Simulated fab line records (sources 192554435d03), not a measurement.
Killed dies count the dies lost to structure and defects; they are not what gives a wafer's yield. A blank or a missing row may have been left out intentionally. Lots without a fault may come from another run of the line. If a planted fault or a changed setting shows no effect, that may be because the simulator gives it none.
Which tool was responsible? / flow n5Finfet / Sampling: 10 lots, 30 wafers, 4 of 1938 route steps

## WHAT EACH GAUGE READ, for each wafer
N5_BEOL_M12_THK_MEAS_01.
lot=L966; measured=day 11 00:55; on=filmMetro-02; M12_ILD_THK (nm)=644 646 663
lot=L969; measured=day 11 14:41; on=filmMetro-01; M12_ILD_THK (nm)=661 647 663
lot=L970; measured=day 12 06:44; on=filmMetro-02; M12_ILD_THK (nm)=669 661 669
lot=L968; measured=day 12 09:49; on=filmMetro-02; M12_ILD_THK (nm)=670 666 670
lot=L971; measured=day 12 19:27; on=filmMetro-02; M12_ILD_THK (nm)=655 657 663
lot=L975; measured=day 13 23:37; on=filmMetro-01; M12_ILD_THK (nm)=662 648 669
lot=L977; measured=day 14 17:04; on=filmMetro-01; M12_ILD_THK (nm)=638 647 669
lot=L979; measured=day 15 01:42; on=filmMetro-02; M12_ILD_THK (nm)=656 672 669
lot=L981; measured=day 15 16:49; on=filmMetro-02; M12_ILD_THK (nm)=649 658 664
lot=L987; measured=day 18 04:00; on=filmMetro-01; M12_ILD_THK (nm)=646 656 895

## WHAT TOOL EACH LOT RAN ON (gives the tool, then ch and the chambers of the sampled wafers, and finally the start)
lot=L966; N5_BEOL_M11_STRIP_77=rieDiel-02 ch 0,3, day 10 22:58 or earlier; N5_BEOL_M11_DEGAS_44=pvdSputter-01, day 10 22:58; N5_BEOL_M12_ILD_DEP_00=pecvd-04 ch 0,2, day 11 00:47
lot=L969; N5_BEOL_M11_STRIP_77=rieDiel-06 ch 0,1,2, day 11 12:11 or earlier; N5_BEOL_M11_DEGAS_44=pvdSputter-02, day 11 12:11; N5_BEOL_M12_ILD_DEP_00=pecvd-01 ch 1,2, day 11 14:32
lot=L970; N5_BEOL_M11_STRIP_77=rieDiel-06 ch 0,2,3, day 12 03:06 or earlier; N5_BEOL_M11_DEGAS_44=pvdSputter-02, day 12 03:06; N5_BEOL_M12_ILD_DEP_00=pecvd-02 ch 1,2, day 12 06:36
lot=L968; N5_BEOL_M11_STRIP_77=rieDiel-03 ch 0,1, day 12 07:23 or earlier; N5_BEOL_M11_DEGAS_44=pvdSputter-01, day 12 07:23; N5_BEOL_M12_ILD_DEP_00=pecvd-02 ch 0,1,2, day 12 09:41
lot=L971; N5_BEOL_M11_STRIP_77=rieDiel-03 ch 0,2, day 12 17:24 or earlier; N5_BEOL_M11_DEGAS_44=pvdSputter-01, day 12 17:24; N5_BEOL_M12_ILD_DEP_00=pecvd-01 ch 0,1,2, day 12 19:19
lot=L975; N5_BEOL_M11_STRIP_77=rieDiel-03 ch 0,1, day 13 20:59 or earlier; N5_BEOL_M11_DEGAS_44=pvdSputter-03, day 13 20:59; N5_BEOL_M12_ILD_DEP_00=pecvd-01 ch 1,2, day 13 23:29
lot=L977; N5_BEOL_M11_STRIP_77=rieDiel-03 ch 0,1,3, day 14 14:52 or earlier; N5_BEOL_M11_DEGAS_44=pvdSputter-02, day 14 14:52; N5_BEOL_M12_ILD_DEP_00=pecvd-01 ch 0,1,2, day 14 16:56
lot=L979; N5_BEOL_M11_STRIP_77=rieDiel-06 ch 1,3, day 14 23:46 or earlier; N5_BEOL_M11_DEGAS_44=pvdSputter-03, day 14 23:46; N5_BEOL_M12_ILD_DEP_00=pecvd-02 ch 0,1,2, day 15 01:34
lot=L981; N5_BEOL_M11_STRIP_77=rieDiel-02 ch 1,2,3, day 15 14:37 or earlier; N5_BEOL_M11_DEGAS_44=pvdSputter-01, day 15 14:37; N5_BEOL_M12_ILD_DEP_00=pecvd-02 ch 0,2, day 15 16:41
lot=L987; N5_BEOL_M11_STRIP_77=rieDiel-02 ch 1,3, day 18 01:37 or earlier; N5_BEOL_M11_DEGAS_44=pvdSputter-03, day 18 01:37; N5_BEOL_M12_ILD_DEP_00=pecvd-02 ch 0,1,2, day 18 03:52
- N5_BEOL_M11_STRIP_77: strips in N2/H2, time 10 s.
- N5_BEOL_M11_DEGAS_44: time 60 s.
- N5_BEOL_M12_ILD_DEP_00: deposits SiOC from DEMS/O2, target thk 658.92 nm, time 130.7 s.

## THE ANSWER, worked out from the rows above alone
Rule: what is usual is taken from the lots themselves. Put in order of their means at a reading, lots are off if they are a third of the lots or fewer, leave a main group of 4 or more, and stand apart from it by a gap of 3 or more times the standard deviation of the main group's means; of several such gaps the widest counts. Not used: any main group whose means are identical at the precision the tables above print for the reading. Also off: a lot with no number at a reading for which 4 or more lots have one. All remaining lots with rows at the step are treated as sound.
Off: L987, seen at N5_BEOL_M12_THK_MEAS_01 (M12_ILD_THK). The main group: mean 659 nm, standard deviation 6.
A tool fits if, at a process step before that reading, it ran every lot that is off, and no sound lot after the first of them. The gauges at N5_BEOL_M12_THK_MEAS_01 are tried like those tools. N5_BEOL_M11_STRIP_77: start missing for some lots; hours and lot order therefore follow N5_BEOL_M11_DEGAS_44. Can't be told from this: 4 tools fit, rieDiel-02 at N5_BEOL_M11_STRIP_77, pvdSputter-03 at N5_BEOL_M11_DEGAS_44, pecvd-02 at N5_BEOL_M12_ILD_DEP_00, filmMetro-01 at N5_BEOL_M12_THK_MEAS_01.

## WHAT WAS PUT IN BY THE SIMULATOR
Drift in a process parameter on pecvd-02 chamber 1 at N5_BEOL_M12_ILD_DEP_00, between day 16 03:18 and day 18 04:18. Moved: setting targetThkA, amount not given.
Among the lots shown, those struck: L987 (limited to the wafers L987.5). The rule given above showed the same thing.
